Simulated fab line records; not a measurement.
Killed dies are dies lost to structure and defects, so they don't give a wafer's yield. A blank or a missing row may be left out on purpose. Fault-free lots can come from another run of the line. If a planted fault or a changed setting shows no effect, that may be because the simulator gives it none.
The tool behind it: which one? + flow nand harc + 18 wafers from 6 lots sampled at 4 of the route's 1302 steps

== WHAT THE GAUGES SHOWED, per wafer ==
NHARC_A_M1_CD_MEAS_16.
| lot  | measured     | on        | cd nm (nm)        |
|------|--------------|-----------|-------------------|
| L717 | day 22 23:40 | cd sem-01 | 117.7 120.5 120.3 |
| L721 | day 25 15:25 | cd sem-03 | 118.7 119.6 118.4 |
| L728 | day 28 07:50 | cd sem-03 | 120.2 119.9 119.5 |
| L734 | day 30 02:31 | cd sem-02 | 120.1 119.8 117.7 |
| L736 | day 31 08:29 | cd sem-01 | 119.3 121.5 120.5 |
| L738 | day 31 23:32 | cd sem-02 | 119.0 120.1 120.7 |

== WHICH TOOL RAN EACH LOT (tool, then ch and the chambers of the sampled wafers, then the start) ==
| lot  | NHARC_A_M0_DESCUM_14               | NHARC_A_M0_ETCH_34                 | NHARC_A_M1_SOFTBAKE_04            |
|------|------------------------------------|------------------------------------|-----------------------------------|
| L717 | rie diel-05 ch 0,1,3, day 22 19:16 | rie diel-05 ch 1,2,3, day 22 19:22 | litho track-01 ch 0, day 22 22:00 |
| L721 | rie diel-06 ch 0,1,2, day 25 10:58 | rie diel-06 ch 0,1,2, day 25 11:02 | litho track-04 ch 0, day 25 14:00 |
| L728 | rie diel-04 ch 0,1,2, day 28 03:34 | rie diel-04 ch 0,1,2, day 28 03:40 | litho track-06 ch 0, day 28 07:00 |
| L734 | rie diel-05 ch 0,1,2, day 29 22:17 | rie diel-05 ch 1,3, day 29 22:22   | litho track-01 ch 0, day 30 01:00 |
| L736 | rie diel-06 ch 1,2, day 31 04:07   | rie diel-06 ch 1,2,3, day 31 04:13 | litho track-06 ch 0, day 31 07:00 |
| L738 | rie diel-06 ch 1,2, day 31 19:18   | rie diel-06 ch 1,2, day 31 19:23   | litho track-01 ch 0, day 31 22:00 |
- NHARC_A_M0_DESCUM_14: chemistry O2, time 3 s.
- NHARC_A_M0_ETCH_34: etches the open film in N2/H2, target depth 40 nm, overetch 12 nm, time 43.94 s.
- NHARC_A_M1_SOFTBAKE_04: time 55 s.

== THE ANSWER, worked out from the rows above alone ==
Rule: usual is defined by the lots themselves. Put in order of their means at a reading, lots are off if they are a third of the lots or fewer, leave a main group of 4 or more, and stand apart from it by a gap of 3 or more times the standard deviation of the main group's means; of several such gaps the widest counts. Not used: any main group whose means are identical at the precision the tables above print for the reading. Also off: a lot with no number at a reading for which 4 or more lots have one. Where the step has rows for the other lots, those lots are counted as sound.
Nothing can be told from this: no lot is off at any reading shown.

== WHAT WAS PUT IN BY THE SIMULATOR ==
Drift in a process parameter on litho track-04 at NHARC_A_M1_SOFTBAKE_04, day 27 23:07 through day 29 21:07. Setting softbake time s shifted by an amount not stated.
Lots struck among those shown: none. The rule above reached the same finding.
